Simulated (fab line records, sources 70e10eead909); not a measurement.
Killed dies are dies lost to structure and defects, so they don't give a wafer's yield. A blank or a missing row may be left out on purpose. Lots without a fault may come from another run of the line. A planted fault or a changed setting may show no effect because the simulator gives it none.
Which tool did it? | flow nand_harc | 11 lots, 33 wafers sampled, at 1 step of a route of 1159

WHAT THE GAUGES READ, wafer by wafer
NHARC_A_CHANNEL_HOLE_D1_CD_MEAS_10: target cd 100 nm.
lot  | measured     | on        | cd_nm (nm)
L844 | day 9 01:33  | cd_sem-01 | 99.3 99.5 100.0
L845 | day 9 03:37  | cd_sem-03 | 100.7 99.7 100.1
L846 | day 9 03:45  | cd_sem-02 | 100.9 100.0 99.9
L849 | day 9 17:31  | cd_sem-03 | 100.4 100.3 100.9
L855 | day 11 08:09 | cd_sem-03 | 100.1 100.8 100.4
L857 | day 11 22:19 | cd_sem-01 | 99.4 99.8 100.2
L859 | day 12 05:25 | cd_sem-03 | 100.0 100.3 100.7
L861 | day 12 16:20 | cd_sem-01 | 100.4 100.2 100.5
L862 | day 13 00:10 | cd_sem-03 | 100.8 100.7 100.3
L864 | day 13 15:16 | cd_sem-01 | 101.1 100.5 100.9
L865 | day 14 12:04 | cd_sem-02 | 100.3 99.7 99.5

WHICH TOOL RAN EACH LOT (tool, then ch and the chambers of the sampled wafers, then the start)
The record holds no process step before these readings.

THE ANSWER, worked out from the rows above alone
Rule: what is usual is taken from the lots themselves. Put in order of their means at a reading, lots are off if they are a third of the lots or fewer, leave a main group of 4 or more, and stand apart from it by a gap of 3 or more times the standard deviation of the main group's means; of several such gaps the widest counts. A main group whose means are all the same, to the digits that the tables above print for the reading, isn't used. A lot without any number at a reading at which 4 lots or more have one is off too. The other lots that the step has rows for count as sound.
No lot is off at any reading shown: from this, nothing can be told.

WHAT THE SIMULATOR HAD PUT IN
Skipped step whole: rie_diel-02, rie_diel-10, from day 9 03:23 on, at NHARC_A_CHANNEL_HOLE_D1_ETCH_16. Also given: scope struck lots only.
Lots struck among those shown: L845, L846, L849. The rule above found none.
